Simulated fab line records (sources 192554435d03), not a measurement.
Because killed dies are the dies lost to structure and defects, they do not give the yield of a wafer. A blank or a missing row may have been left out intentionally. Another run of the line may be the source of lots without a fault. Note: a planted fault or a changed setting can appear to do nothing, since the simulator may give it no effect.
Chamber matching || flow n5_finfet || N5_BEOL_M2_ILD_DEP_00 on pecvd-03: 3 sister chambers
The step deposits SiOC from DEMS/O2, target thk 79 nm, time 15.3 s. 3 wafers are shown with their chamber, then 12 later ones without.

== WAFERS PAIRED WITH THEIR CHAMBERS ==
{"wafer": "L092.2", "chamber": 0, "throttle_valve_pct (%)": 14.4}
{"wafer": "L092.3", "chamber": 2, "throttle_valve_pct (%)": 10.6}
{"wafer": "L092.6", "chamber": 1, "throttle_valve_pct (%)": 13.0}

== WAFERS WHOSE CHAMBER IS MISSING ==
{"wafer": "L094.1", "throttle_valve_pct (%)": 12.6}
{"wafer": "L094.2", "throttle_valve_pct (%)": 10.7}
{"wafer": "L094.3", "throttle_valve_pct (%)": 14.5}
{"wafer": "L094.4", "throttle_valve_pct (%)": 13.1}
{"wafer": "L094.5", "throttle_valve_pct (%)": 10.8}
{"wafer": "L094.6", "throttle_valve_pct (%)": 14.5}
{"wafer": "L095.2", "throttle_valve_pct (%)": 14.4}
{"wafer": "L095.4", "throttle_valve_pct (%)": 12.5}
{"wafer": "L095.5", "throttle_valve_pct (%)": 14.3}
{"wafer": "L097.1", "throttle_valve_pct (%)": 14.2}
{"wafer": "L097.3", "throttle_valve_pct (%)": 10.6}
{"wafer": "L097.4", "throttle_valve_pct (%)": 14.4}

== EACH ONE'S CHAMBER ==
{"wafer": "L094.1", "from the rows above": 1, "in truth": 1}
{"wafer": "L094.2", "from the rows above": 2, "in truth": 2}
{"wafer": "L094.3", "from the rows above": 0, "in truth": 0}
{"wafer": "L094.4", "from the rows above": 1, "in truth": 1}
{"wafer": "L094.5", "from the rows above": 2, "in truth": 2}
{"wafer": "L094.6", "from the rows above": 0, "in truth": 0}
{"wafer": "L095.2", "from the rows above": 0, "in truth": 0}
{"wafer": "L095.4", "from the rows above": 1, "in truth": 1}
{"wafer": "L095.5", "from the rows above": 0, "in truth": 0}
{"wafer": "L097.1", "from the rows above": 0, "in truth": 0}
{"wafer": "L097.3", "from the rows above": 2, "in truth": 2}
{"wafer": "L097.4", "from the rows above": 0, "in truth": 0}
Correct placement for 12 of the 12. Not placeable from these rows: 0. Wrongly placed: 0.
How it was worked out, from the rows above alone: a wafer's distance from a chamber is the root of the sum, over the readings, of the square of ((its reading less the chamber's mean) divided by the reading's scatter). If the next closest chamber is less than 2 further off than the closest, the wafer can't be placed; otherwise it belongs to the closest. Each chamber's mean is taken over the wafers shown for it. The scatter (one wafer shown for each chamber): square how far every hidden wafer sits from the nearest shown wafer, average those squares and take the square root.
